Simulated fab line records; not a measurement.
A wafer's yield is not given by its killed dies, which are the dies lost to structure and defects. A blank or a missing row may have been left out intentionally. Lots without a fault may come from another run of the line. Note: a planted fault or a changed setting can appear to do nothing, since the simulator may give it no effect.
Chamber matching | flow n5 finfet | N5_HKMG_FIN_HK_ALD_01 on ald hk-02 has 4 sister chambers
The step deposits HfO2, target thk 1.6 nm, pulse time 3 s, purge time 3 s. 4 wafers are shown with their chamber, then 12 later ones without.

== EACH WAFER AND ITS CHAMBER ==
wafer  | chamber | precursor pulse height rel
L088.1 | 0       | 1.008
L093.1 | 3       | 1.017
L093.3 | 1       | 0.966
L093.4 | 2       | 1.029

== WAFERS WHOSE CHAMBER IS MISSING ==
wafer  | precursor pulse height rel
L095.4 | 0.982
L095.5 | 0.991
L095.6 | 1.010
L096.1 | 0.982
L096.2 | 0.996
L096.3 | 0.963
L096.4 | 0.958
L096.5 | 1.032
L096.6 | 1.018
L097.1 | 0.983
L097.4 | 0.999
L097.5 | 1.022

== CHAMBER TAKEN BY EACH ==
wafer  | from the rows above               | in truth
L095.4 | can't be placed: 1 or 0 or 3      | 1
L095.5 | can't be placed: 0 or 1 or 3 or 2 | 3
L095.6 | can't be placed: 0 or 3 or 2      | 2
L096.1 | can't be placed: 1 or 0 or 3      | 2
L096.2 | can't be placed: 0 or 3 or 1 or 2 | 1
L096.3 | 1                                 | 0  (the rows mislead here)
L096.4 | 1                                 | 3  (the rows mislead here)
L096.5 | can't be placed: 2 or 3 or 0      | 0
L096.6 | can't be placed: 3 or 0 or 2      | 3
L097.1 | can't be placed: 1 or 0 or 3      | 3
L097.4 | can't be placed: 0 or 3 or 2      | 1
L097.5 | can't be placed: 3 or 2 or 0      | 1
Correctly placed: 0 of 12. Not placeable from these rows: 10 (in 7, the candidates include the true chamber). 2 placed wrongly.
How it was worked out, from the rows above alone: a wafer's distance from a chamber is the root of the sum, over the readings, of the square of ((its reading less the chamber's mean) divided by the reading's scatter). If the next closest chamber is less than 2 further off than the closest, the wafer can't be placed; otherwise it belongs to the closest. A chamber's mean is the mean of its shown wafers. The scatter: root of mean squared gap, hidden wafer to nearest shown wafer, with one shown wafer a chamber.
